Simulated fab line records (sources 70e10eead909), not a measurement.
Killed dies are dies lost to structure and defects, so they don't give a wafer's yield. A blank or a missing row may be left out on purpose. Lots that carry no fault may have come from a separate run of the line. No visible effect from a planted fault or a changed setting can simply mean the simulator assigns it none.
8D (eight disciplines) problem report, filled in by code ; flow nand-harc ; the parts of the form that need people (team, actions taken, sign-off) are left out

## 1. PROBLEM STATEMENT
NHARC_A_STAIRCASE_DESCUM_270, run-length-s: mean 22.80 s over 1 wafer from 1 lot; wafers with no fault: 23.79 s, standard deviation 0.24. That is -4.1 standard deviations from the usual mean.
The step: chemistry O2, time 3 s.
Earliest sighting: wafer L650.4 on rie-diel-13 at day 25 00:04. Wafers with a number at this step in the record: 15, from 5 lots. The rule behind "out" and "out of limits": a value lying over 4 standard deviations away from the usual mean. Any other wafer with a number is counted as sound.

## 2. WHAT IT IS, AND WHAT IT ISN'T
question;is;is not
which readings at this step;run-length-s;drypump-motor-current-A, o2-flow-sccm, oes-product-au, rf-vpp-V, showerhead-plenum-p-Torr, throttle-valve-pct
which lots;L650;L630, L633, L641, L653
which wafers of those lots;L650.4;L650.1, L650.3
read on which tools;rie-diel-13;rie-diel-03, rie-diel-12
when;from day 25 00:04;"up to then (11 sound wafers); but 3 sound wafers of L653 came after"

## 3. WHAT RULES OUT EACH SUSPECT
Counting: a tool at a process step up to the reading stays a suspect if it ran every lot that is out. Sound lots after the first of them don't rule it out here, since some wafers of a struck lot are sound.
- acl-dep-02 at NHARC_A_STAIRCASE_HM_DEP_456 (deposits aC, target thk 3100 nm): kept. It ran the lot that is out, L650 (day 24 21:11); its last sound lot up to then is L641 (day 20 20:18).
- pecvd-04 at NHARC_A_STAIRCASE_DEP_259 (deposits SiON, target thk 30 nm): kept. It ran the lot that is out, L650 (day 24 23:06); its last sound lot up to then is L641 (day 20 22:10).
- rie-diel-13 at NHARC_A_STAIRCASE_DESCUM_270 (chemistry O2, time 3 s): kept. It ran the lot that is out, L650 (day 25 00:04); its last sound lot up to then is L630 (day 16 10:40). Out on those wafers are its own readings of run-length-s.
- In pecvd-04 at NHARC_A_STAIRCASE_DEP_259, the wafers that are out were processed in chamber 0 and their sound lot-mates in chambers 1, 2.
- In rie-diel-13 at NHARC_A_STAIRCASE_DESCUM_270, the wafers that are out were processed in chamber 1 and their sound lot-mates in chambers 2, 3.
acl-dep-02 at NHARC_A_STAIRCASE_HM_DEP_456, pecvd-04 at NHARC_A_STAIRCASE_DEP_259 and rie-diel-13 at NHARC_A_STAIRCASE_DESCUM_270 are what is left after counting.

## 4. THE CAUSE (what the simulator had put in)
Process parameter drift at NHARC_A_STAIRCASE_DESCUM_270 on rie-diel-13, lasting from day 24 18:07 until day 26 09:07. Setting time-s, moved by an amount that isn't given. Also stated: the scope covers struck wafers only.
This tool is one of the 3 suspects left after counting.

## 5. THE EFFECT CHAIN, in route order
Each row: a reading where the mean over the struck wafers with a number is more than 3 standard deviations away from the usual. Only readings whose record carries a usual standard deviation are examined. hours: median over the lots of the time between each lot's start at the first step of this table that gives one and its start at this step. sigmas: the change, counted in usual standard deviations.
hours;step;reading;usual;on struck wafers;change;sigmas
0;NHARC_A_STAIRCASE_DESCUM_270;run-length-s;23.79 s;22.80;-0.99;-4.1
The process steps in it:
- NHARC_A_STAIRCASE_DESCUM_270: chemistry O2, time 3 s.
Later steps that measure or inspect, where all struck wafers having a row at the step show a number for every such reading and not one has moved that far: NHARC_END_SORT_01.

## 6. WHAT WOULD HAVE CAUGHT IT SOONER
In this record the first reading out of limits was taken at day 25 00:04, 6 hours after the fault began at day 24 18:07.
